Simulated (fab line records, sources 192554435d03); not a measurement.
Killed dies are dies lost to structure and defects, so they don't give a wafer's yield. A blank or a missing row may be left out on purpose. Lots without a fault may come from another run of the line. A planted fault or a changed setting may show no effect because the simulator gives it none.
Chamber matching | flow n5_finfet | N5_BEOL_M14_ILD_DEP_00 on pecvd-04: 3 sister chambers
The step deposits SiO2 from TEOS/O2, target thk 1119.3 nm, time 237.4 s. 6 wafers are shown with their chamber, then 12 later ones without.

WAFERS WITH THEIR CHAMBER
wafer  | chamber | showerhead_plenum_p_Torr (Torr) | throttle_valve_pct (%)
L082.5 | 2       | 8.37                            | 17.1
L085.1 | 0       | 8.36                            | 17.8
L085.5 | 2       | 8.37                            | 17.4
L091.3 | 1       | 8.28                            | 17.8
L091.4 | 1       | 8.30                            | 18.1
L091.5 | 0       | 8.35                            | 17.5

WAFERS WITHOUT THEIR CHAMBER
wafer  | showerhead_plenum_p_Torr (Torr) | throttle_valve_pct (%)
L092.1 | 8.28                            | 17.9
L092.2 | 8.35                            | 17.6
L092.3 | 8.33                            | 17.8
L092.4 | 8.29                            | 18.2
L092.5 | 8.38                            | 17.4
L092.6 | 8.36                            | 17.6
L093.1 | 8.30                            | 18.2
L093.4 | 8.36                            | 17.7
L093.5 | 8.37                            | 17.1
L095.2 | 8.35                            | 17.4
L095.3 | 8.30                            | 18.1
L095.6 | 8.37                            | 17.8

WHICH CHAMBER EACH WENT THROUGH
wafer  | from the rows above     | in truth
L092.1 | 1                       | 1
L092.2 | 0                       | 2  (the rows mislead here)
L092.3 | can't be placed: 0 or 1 | 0
L092.4 | 1                       | 1
L092.5 | can't be placed: 2 or 0 | 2
L092.6 | can't be placed: 0 or 2 | 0
L093.1 | 1                       | 1
L093.4 | can't be placed: 0 or 2 | 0
L093.5 | 2                       | 2
L095.2 | can't be placed: 0 or 2 | 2
L095.3 | 1                       | 1
L095.6 | can't be placed: 0 or 2 | 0
Placed correctly: 5 of 12. Can't be placed from these rows: 6 (the true chamber is among the candidates in 6). Placed wrongly: 1.
How it was worked out, from the rows above alone: a wafer's distance from a chamber is the root of the sum, over the readings, of the square of ((its reading less the chamber's mean) divided by the reading's scatter). The wafer belongs to the nearest chamber; if the next one is less than 2 further off, it can't be placed. A chamber's mean is the mean of its shown wafers. The scatter: the root of (the sum of the squares of (reading less its chamber's mean) over the shown wafers, divided by (wafers less chambers)).
